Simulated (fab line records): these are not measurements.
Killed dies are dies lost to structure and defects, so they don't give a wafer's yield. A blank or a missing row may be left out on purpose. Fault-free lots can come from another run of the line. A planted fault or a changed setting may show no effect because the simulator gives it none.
Matching of chambers ; flow n5Finfet ; N5_BEOL_M2_PRE_CLEAN_60 on cvdCo-01 has 3 sister chambers
The step time 15 s. 6 wafers are shown with their chamber, then 7 later ones without.

## WAFERS, EACH WITH ITS CHAMBER
wafer;chamber;heaterPowerW (W)
L599.2;0;108
L602.4;1;81
L602.5;0;108
L602.6;2;81
L603.2;1;81
L603.3;2;80

## WAFERS WITH NO CHAMBER GIVEN
wafer;heaterPowerW (W)
L603.5;78
L604.1;80
L604.4;80
L604.6;109
L613.1;109
L613.2;81
L613.4;82

## EACH ONE'S CHAMBER
wafer;from the rows above;in truth
L603.5;can't be placed: 2 or 1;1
L604.1;can't be placed: 2 or 1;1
L604.4;can't be placed: 2 or 1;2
L604.6;0;0
L613.1;0;0
L613.2;can't be placed: 1 or 2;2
L613.4;can't be placed: 1 or 2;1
Correctly placed: 2 of 7. Not placeable from these rows: 5 (in 5, the candidates include the true chamber). Number placed wrongly: 0.
How it was worked out, from the rows above alone: a wafer's distance from a chamber is the root of the sum, over the readings, of the square of ((its reading less the chamber's mean) divided by the reading's scatter). The wafer belongs to the nearest chamber; if the next one is less than 2 further off, it can't be placed. A chamber's mean is the mean of its shown wafers. How the scatter is found: for the shown wafers, subtract from each reading the mean of its chamber, square and add these, divide the total by (wafers less chambers), then take the root.
